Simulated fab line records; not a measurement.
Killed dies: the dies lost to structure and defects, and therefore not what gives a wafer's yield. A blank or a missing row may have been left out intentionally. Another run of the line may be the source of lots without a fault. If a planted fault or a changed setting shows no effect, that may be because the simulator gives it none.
A struck lot beside a sound one | flow nand_harc | 42 out of 1302 route steps
Sound: wafers L235.3, L235.4, L235.6. Wafers L249.1, L249.2, L249.3 were the ones struck. The cause is named last.
Order at every step that has rows: each side's tool, ch and its chambers, its first start. Under that, the readings that differ: sound wafers | struck wafers | difference of the means | sigmas: that difference in standard deviations of wafers without a fault.
alike: same words and numbers on both sides, and readings whose means sit less than 2 such deviations apart. not compared: any withheld reading, any reading some wafer has no value for, any bound like >300 that may hide the same value, and any number with overlapping values for which the record gives no deviation.
The two part at a step that has a row with sigmas, a row that says differs or no value, or rows on one side only. Numbers that have no deviation but don't overlap get no sigmas and don't part them. A reading that every wafer of one side lacks parts them only if that side has two wafers or more.

first, 1 step without rows for these wafers: NHARC_A_CONTACT_ETCH_78 (etches the open film in O2/COS, target depth 5300 nm, time 1378 s).
NHARC_A_CONTACT_ETCH_124: etches the open film in C4F8/O2/Ar, time 140 s, target depth 700 nm.
  sound on har_cap_etch-01 ch 0,1, day 25 01:19; struck on har_cap_etch-02 ch 0,1, day 30 14:53
  not compared: rf_hours_counter_h
then, 4 steps without rows for these wafers: NHARC_A_CONTACT_ETCH_125 (etches the open film in C4F8/O2/Ar, time 197 s, target depth 1918 nm); NHARC_A_CONTACT_ETCH_126 (etches the open film in C4F8/O2/Ar, time 197 s, target depth 1918 nm); NHARC_A_CONTACT_ETCH_127 (etches the open film in C4F8/O2/Ar, time 197 s, target depth 1918 nm); NHARC_A_CONTACT_ETCH_128 (etches the open film in C4F8/O2/Ar, time 197 s, target depth 1918 nm).
NHARC_A_CONTACT_ETCH_129: etches the open film in C4F8/O2/Ar, time 197 s, target depth 1918 nm.
  sound on har_cap_etch-01 ch 0,1, day 25 02:13; struck on har_cap_etch-02 ch 0,1, day 30 15:47
  not compared: rf_hours_counter_h
then, 5 steps without rows for these wafers: NHARC_A_CONTACT_ETCH_130 (etches the open film in C4F8/O2/Ar, time 197 s, target depth 1918 nm); NHARC_A_CONTACT_ETCH_131 (etches the open film in C4F8/O2/Ar, time 197 s, target depth 1918 nm); NHARC_A_CONTACT_ETCH_132 (etches the open film in C4F8/O2/Ar, time 197 s, target depth 1924 nm); NHARC_A_CONTACT_ETCH_133 (etches the open film in C4F8/O2/Ar, time 374 s, target depth 1610 nm); NHARC_A_CONTACT_ETCH_91 (etches the open film in CH3F/O2, target depth 40 nm, time 85.7 s).
NHARC_A_CONTACT_ETCH_97: etches the open film in C4F6/O2, target depth 20 nm, time 10 s.
  sound on rie_diel-12 ch 0,2,3, day 25 03:48; struck on rie_diel-05 ch 0,1,3, day 30 17:25
  alike: drypump_motor_current_A, oes_product_au, rf_fwd_power_W, rf_vpp_V, showerhead_plenum_p_Torr, throttle_valve_pct
  not compared: rf_hours_counter_h
NHARC_A_CONTACT_CD_MEAS_80:
  struck on cd_sem-03, day 30 17:31; sound on cd_sem-01, day 25 03:53
  reading    | sound             | struck            | difference | sigmas
  cd_nm (nm) | 290.5 290.3 289.9 | 287.2 287.2 288.0 | -2.8       | -3
then, 3 steps without rows for these wafers: NHARC_A_CONTACT_STRIP_103 (strips in N2/H2); NHARC_A_CONTACT_STRIP_104 (strips in CF4/CHF3); NHARC_A_CONTACT_STRIP_105 (strips in O2/COS).
NHARC_A_CONTACT_ETCH_106: etches the open film in CF4/O2, target depth 90 nm, overetch 9 nm, time 49.5 s.
  sound on rie_diel-05 ch 1,3, day 25 04:10; struck on rie_diel-05 ch 0,1,3, day 30 17:49
  alike: drypump_motor_current_A, oes_product_au, rf_fwd_power_W, rf_vpp_V, showerhead_plenum_p_Torr, throttle_valve_pct
  not compared: rf_hours_counter_h
then, 14 steps without rows for these wafers: NHARC_A_CONTACT_STRIP_82 (strips in O2); NHARC_A_CONTACT_STRIP_83 (strips in post etch residue remover, time 600 s); NHARC_A_CONTACT_DEP_84 (deposits aC, target thk 2800 nm); NHARC_A_CONTACT_DEP_85 (deposits SiON, target thk 60 nm); NHARC_A_CONTACT_DEHYDRATE_00 (time 120 s); NHARC_A_CONTACT_HMDS_01 (time 30 s); NHARC_A_CONTACT_COAT_86 (time 75 s); NHARC_A_CONTACT_COAT_87 (time 65 s); NHARC_A_CONTACT_COAT_02 (resist thk 90 nm); NHARC_A_CONTACT_SOFTBAKE_03 (time 55 s); NHARC_A_CONTACT_EBR_04; NHARC_A_CONTACT_EXPOSE_05 (exposes mask A CC); NHARC_A_CONTACT_PEB_06 (peb time 65 s); NHARC_A_CONTACT_DEVELOP_07 (develop time 35 s).
NHARC_A_CONTACT_CD_MEAS_08: target cd 200 nm.
  sound on cd_sem-02 ch 0, day 25 07:17; struck on cd_sem-01 ch 0, day 30 20:55
  alike: cd_nm
NHARC_A_CONTACT_OVL_MEAS_09:
  struck on overlay-02, day 30 21:00; sound on overlay-02, day 25 07:23
  alike: overlay_x_nm, overlay_y_nm
then, 2 steps without rows for these wafers: NHARC_A_CONTACT_DESCUM_13 (chemistry O2, time 3 s); NHARC_A_CONTACT_ETCH_88 (etches the open film in CF4, target depth 39 nm, time 65 s).
NHARC_A_CONTACT_ETCH_89: etches the open film in N2/H2, target depth 260 nm, time 475.3 s.
  sound on rie_diel-12 ch 0,3, day 25 07:40; struck on rie_diel-05 ch 0,2,3
  alike: drypump_motor_current_A, oes_product_au, rf_fwd_power_W, rf_vpp_V, showerhead_plenum_p_Torr, throttle_valve_pct
  not compared: rf_hours_counter_h
then, 2 steps without rows for these wafers: NHARC_A_CONTACT_ETCH_30 (etches the open film in CF4/CHF3, target depth 72.6 nm, time 36.3 s); NHARC_A_CONTACT_ETCH_31 (etches the open film in O2/COS, target depth 2800 nm, time 728 s).
NHARC_A_CONTACT_ETCH_134: etches the open film in C4F8/O2/Ar, time 140 s, target depth 700 nm.
  sound on har_cap_etch-02 ch 0,1, day 25 08:40; struck on har_cap_etch-02 ch 0,1, day 30 22:13
  not compared: rf_hours_counter_h
then, 1 step without rows for these wafers: NHARC_A_CONTACT_ETCH_135 (etches the open film in C4F8/O2/Ar, time 311 s, target depth 1912 nm).
-- jump in the record: it breaks off in module A_CONTACT and resumes in module END (first step shown: number 1302 of the route), and 2 days separate the struck wafers' starts before and after --
NHARC_END_SORT_01:
  at this point the record logs the struck wafers (prober-02 ch 0, day 33 08:07) and has no rows for the sound ones

## WHERE THEY PART
Earliest at NHARC_A_CONTACT_CD_MEAS_80; latest, in this record, at NHARC_END_SORT_01.

WHY: what had been put in by the simulator
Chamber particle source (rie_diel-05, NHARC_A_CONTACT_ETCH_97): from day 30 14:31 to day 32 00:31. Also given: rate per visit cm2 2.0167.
